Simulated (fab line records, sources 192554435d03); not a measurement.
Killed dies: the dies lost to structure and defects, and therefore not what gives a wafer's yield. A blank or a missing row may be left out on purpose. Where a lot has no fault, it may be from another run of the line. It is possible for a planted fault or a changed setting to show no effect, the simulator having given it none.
Split-lot experiment | flow n5 finfet | 7 lots, 21 wafers read, on a route of 1938 steps

ABOUT THE SPLIT
At N5_BEOL_M0_SAQP_SPACER2_ALD_26 (deposits SiO2, target thk 15 nm, pulse time 1 s, purge time 2 s), the setting target thk a was moved away from the recipe's 150 angstrom on 4 of the 21 wafers read, by +4.9% to +11.1%. All remaining wafers had this setting at the recipe value.

FROM THE SPLIT TO THE READING: what the file shows between them, 2 steps
- N5_BEOL_M0_SAQP_SPACER2_ETCHBACK_27: etches SiO2 in CHF3/O2, target depth 22.5 nm, time 11.25 s
- N5_BEOL_M0_SAQP_MANDREL2_REMOVE_110: chemistry HBr/Cl2/O2, target a-Si, stops on SiCN, bt time 10 s

THE READING
cd nm at N5_BEOL_M0_SAQP_CD_MEAS_29, given in nm (cd target 14.4 nm). Fault-free wafers of this fab line usually give 15.03 nm, standard deviation 0.22 nm.

wafer  | tool, chamber at the split | target thk a as run, angstrom | against the recipe | cd nm, nm | against lot-mates on the recipe
L074.3 | ald sin-02, 0              | 150                           | recipe             | 14.98     | -
L074.4 | ald sin-02, 2,3            | 150                           | recipe             | 14.55     | -
L074.6 | ald sin-02, 2,3            | 150                           | recipe             | 14.98     | -
L078.1 | ald sin-01, 1,3,0          | 150                           | recipe             | 15.10     | -
L078.2 | ald sin-01, 1,3,0          | 150                           | recipe             | 15.17     | -
L078.4 | ald sin-01, 1,3,0          | 150                           | recipe             | 15.39     | -
L083.4 | ald sin-04, 2,3            | 150                           | recipe             | 15.44     | -
L083.5 | ald sin-04, 0              | 165                           | +10.0%             | 16.18     | +1.06
L083.6 | ald sin-04, 2,3            | 150                           | recipe             | 14.80     | -
L087.2 | ald sin-02, 1,2            | 150                           | recipe             | 14.75     | -
L087.3 | ald sin-02, 3              | 150                           | recipe             | 15.28     | -
L087.6 | ald sin-02, 1,2            | 150                           | recipe             | 14.98     | -
L089.2 | ald sin-01, 1,3,2          | 150                           | recipe             | 15.16     | -
L089.3 | ald sin-01, 1,3,2          | 150                           | recipe             | 14.84     | -
L089.4 | ald sin-01, 1,3,2          | 150                           | recipe             | 15.21     | -
L091.2 | ald sin-04, 2              | 157.3                         | +4.9%              | 15.41     | +0.46
L091.3 | ald sin-04, 0,3            | 150                           | recipe             | 15.00     | -
L091.4 | ald sin-04, 0,3            | 150                           | recipe             | 14.90     | -
L096.1 | ald sin-02, 3              | 150                           | recipe             | 15.39     | -
L096.4 | ald sin-02, 1              | 166.7                         | +11.1%             | 16.66     | +1.27
L096.6 | ald sin-02, 3              | 166.7                         | +11.1%             | 16.97     | +1.58
If several chambers appear in one row, that row covers several wafers at once and the file leaves open which wafer was in which chamber.

THE FIT
A straight line over all 21 wafers: cd nm changes by +0.142 nm for each +1% of target thk a; r = +0.91; the points scatter about the line by 0.26 nm.
The same after taking each lot's own level away (the mean of its wafers on the recipe; 21 wafers): +0.12 nm for each +1%; r = +0.93; scatter 0.19 nm.
The reading moves by 1.3 nm for the largest change in target thk a, on that fit.
The lots' own levels span 14.837 to 15.390 nm, that is 2.5 times the standard deviation above.
So the slope is not independent of the lot-to-lot level: the two fits are not the same.
Check: with one of the wafers moved furthest among these (+11.1%) left out of the fit, the line predicts +1.37 nm for it against its lot-mates. Against them it came out at +1.27 nm.

ADDITIONAL SPLITS CARRIED BY THESE WAFERS
These wafers also went through other splits before the reading. Each is held against what the fit with the lots' levels taken away leaves over:
other split on the same wafers       | wafers away from the commonest value | r with cd nm (lot level and that fit taken away)
N5_ILD0_CMP_03 down force psi        | 5                                    | +0.04
N5_HKMG_FIN_COAT_43 spin rpm         | 8                                    | -0.26
N5_MOL_CONTACT_COAG_PECVD_31 temp c  | 3                                    | -0.07
N5_MOL_CONTACT_COAG_COAT_76 spin rpm | 5                                    | +0.26

THE WHOLE CHAIN: every reading that the file lists as answering this split, in the file's order
step                                | what it does                                                    | reading                                                                                     | change (the file's fit)               | r (the file's)
N5_BEOL_M0_SAQP_SPACER2_ALD_26      | deposits SiO2, target thk 15 nm, pulse time 1 s, purge time 2 s | SiO2_of_BEOL_M0_SAQP_SPACER2_ALD_26.thk nm (the simulator's own value, which no gauge read) | +0.149 nm for each +1% of the setting | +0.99
N5_BEOL_M0_SAQP_MANDREL2_REMOVE_110 | chemistry HBr/Cl2/O2, target a-Si, stops on SiCN, bt time 10 s  | BEOL_M0_SAQP.cd nm (the simulator's own value, which no gauge read)                         | +0.14 nm for each +1% of the setting  | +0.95
N5_BEOL_M0_SAQP_MANDREL2_REMOVE_110 | chemistry HBr/Cl2/O2, target a-Si, stops on SiCN, bt time 10 s  | SiO2_of_BEOL_M0_SAQP_SPACER2_ALD_26.thk nm (the simulator's own value, which no gauge read) | +0.144 nm for each +1% of the setting | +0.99
N5_BEOL_M0_SAQP_CD_MEAS_29          | target cd 14.4 nm                                               | cd nm                                                                                       | +0.116 nm for each +1% of the setting | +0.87

THE FILE'S OWN FIT
cd nm changes by +0.116 nm for each +1% of target thk a, r = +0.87.
